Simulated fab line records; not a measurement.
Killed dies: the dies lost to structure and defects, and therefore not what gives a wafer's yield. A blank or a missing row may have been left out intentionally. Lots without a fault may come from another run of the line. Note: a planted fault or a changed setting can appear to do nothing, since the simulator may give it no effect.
fab line records ; flow nand-harc
[record] lots = 6; wafers = 16; last-day = 32
route steps=1302 shown A_M0@1166 A_M1@1169
lots untouched by any fault: they come from a run of this same line in which no faults occurred
start-h: hours from the record's first day to the start of the lot's first wafer shown ; wait-h: hours elapsed since this lot's preceding step ; " unchanged from the row above ; L1.1+2: several wafers, shown together as one row ; - value missing, or start not given ; * or withheld: withheld ; < > ~ a bound
route shown NAME@n: NAME is a module with steps in the file, n the number in the route of the first one ; usual: mean/standard deviation of fault-free wafers ; same: alike in all rows ; chamber/n: place in a boat ; sites: readings site by site ; _std_site: standard deviation of those values ; _edge_site: mean of outer sites minus mean of inner sites ; radius-mm: how far each site lies from the wafer's centre ; mask NAME#n: copy n ; behind: the most recent tool/chamber to have shaped the wafer ; hold: reason for holding the lot/hours on hold/outcome of the hold ; device: names the non-switching transistor (n, p or np) ; end of line: the route-end tests of the same wafers ; step lacking rows: just its recipe ; killed: the dies lost at the first sort to structure and to defects; this is not the yield of the wafer ; map: the dies of a wafer, with x for killed, . for not killed, _ for no die there
set.NAME: the run value of the setting; set.NAME@STEP: its run value at that earlier step ; model.NAME: the simulator's own value behind a step, which no gauge read
lots seen at some steps along the route; tables by step, rows by wafer
services: a tool's chamber out of use, with start hour (start-h, from the record's first day; less than 0 if before it), hours out, and reason
[[steps]]
[step NHARC_A_M0_INSPECT_27]
[usual] raw-defect-count = 546/120
lot.wafer;tool;chamber;start-h;wait-h;raw-defect-count
L583.1;defect-inspect-02;-;537.39;0.0;572
L583.3;defect-inspect-02;-;537.39;0.0;471
L583.5;defect-inspect-02;-;537.39;0.0;446
L587.3;defect-inspect-01;-;577.31;0.0;504
L587.4;defect-inspect-01;-;577.31;0.0;581
L587.5;defect-inspect-01;-;577.31;0.0;470
L589.5;defect-inspect-02;-;593.17;0.0;490
L595.1;defect-inspect-02;-;623.80;0.0;372
L595.3;defect-inspect-02;-;623.80;0.0;418
L595.5;defect-inspect-02;-;623.80;0.0;409
L598.1;defect-inspect-01;-;656.20;0.0;503
L598.2;defect-inspect-01;-;656.20;0.0;586
L598.5;defect-inspect-01;-;656.20;0.0;400
L603.2;defect-inspect-01;-;716.56;0.0;585
L603.3;defect-inspect-01;-;716.56;0.0;464
L603.4;defect-inspect-01;-;716.56;0.0;773
[step NHARC_A_M0_PRE_CLEAN_31]
[recipe] time-s = 12; temp-c = 370; rf-power-w = 300; gas = NH3
[usual] heater-power-outer-w = 368/41; heater-power-w = 630/64; susceptor-temp-C = 369.98/0.21
lot.wafer;tool;chamber;start-h;wait-h;heater-power-outer-w;heater-power-w;since-wet-clean-h;susceptor-temp-C
L583.3;pecvd-02;2;537.46;0.1;370;646;116;369.76
L583.1;pecvd-02;1;537.46;0.1;379;627;116;370.07
L583.5;pecvd-02;2;537.46;0.1;380;668;-;370.12
L587.3;pecvd-03;2;577.39;0.1;376;658;17;370.14
L587.4;pecvd-03;2;577.39;0.1;384;667;-;370.26
L587.5;pecvd-03;0;577.39;0.1;324;581;-;369.84
L589.5;pecvd-03;1;593.30;0.1;396;674;-;369.78
L595.1;pecvd-04;2;623.87;0.1;428;636;160;369.76
L595.3;pecvd-04;0;623.87;0.1;398;682;160;369.99
L595.5;pecvd-04;2;623.87;0.1;431;638;-;370.13
L598.1;pecvd-03;0;656.27;0.1;309;550;96;370.13
L598.2;pecvd-03;1;656.27;0.1;391;668;96;370.40
L598.5;pecvd-03;0;656.27;0.1;305;554;-;369.97
L603.2;pecvd-03;1;716.62;0.1;336;583;156;369.61
L603.3;pecvd-03;0;716.62;0.1;363;661;156;369.89
L603.4;pecvd-03;0;716.62;0.1;381;649;-;370.14
[step NHARC_A_M0_DEP_32]
[recipe] target-thk-a = 300; temp-c = 370; target-thk-nm = 30; pressure-torr = 3; flow-sccm = 200; rf-w = 450; material = SiCN
[usual] heater-power-outer-w = 331/42; heater-power-w = 581/64; showerhead-vpp-V = 1268/88; susceptor-temp-C = 370.02/0.22
lot.wafer;tool;chamber;start-h;wait-h;heater-power-outer-w;heater-power-w;showerhead-vpp-V;since-wet-clean-h;susceptor-temp-C
L583.3;pecvd-02;2;537.54;0.1;319;561;1208;116;369.81
L583.1;pecvd-02;1;537.54;0.1;385;647;1290;116;369.88
L583.5;pecvd-02;2;537.54;0.1;319;578;1195;-;370.19
L587.3;pecvd-03;2;577.50;0.1;365;663;1300;17;369.77
L587.4;pecvd-03;2;577.50;0.1;362;656;1300;-;369.83
L587.5;pecvd-03;0;577.50;0.1;271;526;1193;-;370.52
L589.5;pecvd-03;1;593.53;0.2;363;620;1283;-;370.32
L595.1;pecvd-04;2;623.95;0.1;391;588;1291;160;369.73
L595.3;pecvd-04;0;623.95;0.1;345;609;1463;160;370.07
L595.5;pecvd-04;2;623.95;0.1;385;586;1304;-;369.87
L598.1;pecvd-03;0;656.35;0.1;327;593;1181;96;370.30
L598.2;pecvd-03;1;656.35;0.1;324;556;1288;96;369.78
L598.5;pecvd-03;0;656.35;0.1;326;574;1192;-;370.22
L603.2;pecvd-03;1;716.70;0.1;300;531;1288;156;370.03
L603.3;pecvd-03;0;716.70;0.1;325;570;1168;157;370.03
L603.4;pecvd-03;0;716.70;0.1;327;582;1191;-;370.14
[step NHARC_A_M1_DEP_00]
[recipe] target-thk-a = 1825; target-thk-nm = 182.5; temp-c = withheld; pressure-torr = 5; flow-sccm = 200; rf-w = 600; material = SiOC
[step NHARC_A_M1_DEHYDRATE_01]
[recipe] temp-c = 150; time-s = 120
[step NHARC_A_M1_HMDS_02]
[recipe] time-s = 30
[step NHARC_A_M1_COAT_34]
[recipe] temp-c = 200; time-s = 65
[step NHARC_A_M1_COAT_03]
[recipe] spin-rpm = 1500; resist-thk-nm = 90
[step NHARC_A_M1_SOFTBAKE_04]
[recipe] temp-c = 105; time-s = 55
[step NHARC_A_M1_EBR_05]
[step NHARC_A_M1_EXPOSE_06]
[recipe] na = 1.35; target-cd-nm = 120; dose-mj = 75.13; mask-id = A_M1
[step NHARC_A_M1_PEB_07]
[recipe] peb-temp-c = 100; peb-time-s = 65
[step NHARC_A_M1_DEVELOP_08]
[recipe] develop-time-s = 35; dev-temp-c = 23
[usual] chill-plate-temp-C = 22.98/0.1; develop-time-s = 35/0; developer-temp-C = 23.02/0.092
lot.wafer;tool;chamber;start-h;wait-h;chill-plate-temp-C;develop-time-s;developer-temp-C
L583.1;litho-track-01;0;538;-;22.77;35;23.20
L583.3;litho-track-01;0;538;-;22.82;35;22.94
L583.5;litho-track-01;0;538;-;23.10;35;22.98
L587.3;litho-track-04;-;578;-;-;-;-
L587.4;litho-track-04;-;578;-;-;-;-
L587.5;litho-track-04;-;578;-;-;-;-
L589.5;litho-track-01;-;594;-;-;-;-
L595.1;litho-track-01;0;624;-;23.02;35;23.12
L595.3;litho-track-01;0;624;-;23.06;35;23.10
L595.5;litho-track-01;0;624;-;23.02;35;23.06
L598.1;litho-track-06;0;657;-;23.09;35;23.03
L598.2;litho-track-06;0;657;-;23.08;35;22.98
L598.5;litho-track-06;0;657;-;23.12;35;22.94
L603.2;litho-track-04;0;717;-;22.82;35;23.00
L603.3;litho-track-04;0;717;-;22.85;35;22.99
L603.4;litho-track-04;0;717;-;22.92;35;23.01
[step NHARC_A_M1_CD_MEAS_09]
[recipe] target-cd-nm = 120; landing-energy-ev = 500
[usual] cd-nm = 120.0/0.48
lot.wafer;tool;chamber;start-h;wait-h;cd-nm
L583.1;cd-sem-03;0;538.65;-;119.9
L583.3;cd-sem-03;0;538.65;-;119.5
L583.5;cd-sem-03;0;538.65;-;119.9
L587.3;cd-sem-03;0;578.59;-;-
L587.4;cd-sem-03;0;578.59;-;-
L587.5;cd-sem-03;0;578.59;-;-
L589.5;cd-sem-02;0;594.59;-;-
L595.1;cd-sem-01;0;625.04;-;119.7
L595.3;cd-sem-01;0;625.04;-;119.3
L595.5;cd-sem-01;0;625.04;-;119.4
L598.1;cd-sem-01;0;657.85;-;119.1
L598.2;cd-sem-01;0;657.85;-;119.7
L598.5;cd-sem-01;0;657.85;-;119.4
L603.2;cd-sem-01;0;717.84;-;120.4
L603.3;cd-sem-01;0;717.84;-;119.7
L603.4;cd-sem-01;0;717.84;-;120.2
[[services]]
tool;chamber;start-h;hours;kind
litho-track-06;-;529.00;7.0;pm
pecvd-03;-;547.33;13.0;pm
pecvd-03;0;547.33;13.0;vent-cycle
pecvd-03;1;547.33;13.0;vent-cycle
pecvd-03;2;547.33;13.0;vent-cycle
pecvd-03;0;560.33;-;clean
pecvd-03;1;560.33;-;clean
pecvd-03;2;560.33;-;clean
pecvd-02;-;589.48;13.0;pm
pecvd-02;0;589.48;13.0;vent-cycle
pecvd-02;1;589.48;13.0;vent-cycle
pecvd-02;2;589.48;13.0;vent-cycle
pecvd-04;-;591.71;1.1;repair
pecvd-02;0;602.48;-;clean
pecvd-02;1;602.48;-;clean
pecvd-04;-;631.81;13.0;pm
pecvd-04;1;652.34;11.5;repair
pecvd-04;2;652.84;4.1;repair
pecvd-04;-;662.78;1.7;repair
pecvd-02;-;676.74;2.2;repair
litho-track-01;-;680.00;7.0;pm
pecvd-03;0;688.86;5.1;repair
pecvd-03;0;700.78;5.7;repair
litho-track-06;-;704.00;7.0;pm
[[key]]
[first-sign] step = NHARC_A_M1_DEVELOP_08; reading = tool-record; direction = missing
effect none on later readings
met-at NHARC_A_M1_DEVELOP_08
struck-wafers L587.3,L587.4,L587.5,L589.5
later-rows-left-out L587.3,L587.4,L587.5,L589.5
sort-left-out L587.3,L587.4,L587.5,L589.5
tester-left-out L589
onset-between 538 578
[earlier-fault] kind = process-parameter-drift; tool = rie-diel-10; chamber = 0; onset-h = 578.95; steps = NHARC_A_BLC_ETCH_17; channel = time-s; offset = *; shape = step; acts-in = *; stated = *
[fault] kind = skipped-step-whole; tool = litho-track-01,litho-track-04; chamber = -; onset-h = 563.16; steps = NHARC_A_M1_DEVELOP_08; scope = struck-lots-only
// tester-left-out: of these lots the tester's yield and bins aren't shown, on N5 and GAA mostly nor the transistor test; their killed dies are dies lost to structure and defects alone, not to doping, threshold or leakage, so they don't give the yield
// sort-left-out: the simulated sort isn't trusted on such a fault, so these wafers' sort isn't shown, and their yield isn't known
// later-rows-left-out: the simulator's readings of these wafers behind a module that went badly wrong aren't trusted and aren't shown, but for the sort
